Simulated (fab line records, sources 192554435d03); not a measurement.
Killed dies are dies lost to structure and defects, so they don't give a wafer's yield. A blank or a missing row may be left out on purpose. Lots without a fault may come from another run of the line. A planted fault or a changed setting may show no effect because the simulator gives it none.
Chamber matching | flow n5_finfet | N5_BEOL_M3_ETCH_70 on rie_diel-03: 4 sister chambers
The step etches SOC in N2/H2, target depth 80 nm, overetch 16 nm, time 120 s. 7 wafers are shown with their chamber, then 8 later ones without.

WAFERS WITH THEIR CHAMBER
wafer  | chamber | drypump_motor_current_A (A) | throttle_valve_pct (%)
L074.4 | 3       | 5.8                         | 17.69
L088.4 | 0       | 5.3                         | 17.55
L088.5 | 2       | 6.0                         | 17.91
L087.2 | 2       | 6.0                         | 17.91
L087.4 | 1       | 6.0                         | 17.92
L087.5 | 0       | 5.3                         | 17.56
L090.3 | 1       | 5.9                         | 17.95

WAFERS WITHOUT THEIR CHAMBER
wafer  | drypump_motor_current_A (A) | throttle_valve_pct (%)
L090.4 | 5.9                         | 17.93
L090.5 | 5.3                         | 17.59
L093.1 | 5.3                         | 17.59
L093.4 | 5.3                         | 17.58
L093.5 | 6.0                         | 17.93
L095.2 | 5.9                         | 17.94
L095.4 | 6.0                         | 17.95
L095.6 | 5.7                         | 17.74

WHICH CHAMBER EACH WENT THROUGH
wafer  | from the rows above     | in truth
L090.4 | can't be placed: 1 or 2 | 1
L090.5 | 0                       | 0
L093.1 | 0                       | 0
L093.4 | 0                       | 0
L093.5 | can't be placed: 1 or 2 | 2
L095.2 | 1                       | 1
L095.4 | can't be placed: 1 or 2 | 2
L095.6 | 3                       | 3
Placed correctly: 5 of 8. Can't be placed from these rows: 3 (the true chamber is among the candidates in 3). Placed wrongly: 0.
How it was worked out, from the rows above alone: a wafer's distance from a chamber is the root of the sum, over the readings, of the square of ((its reading less the chamber's mean) divided by the reading's scatter). The wafer belongs to the nearest chamber; if the next one is less than 2 further off, it can't be placed. A chamber's mean is the mean of its shown wafers. The scatter: the root of (the sum of the squares of (reading less its chamber's mean) over the shown wafers, divided by (wafers less chambers)).
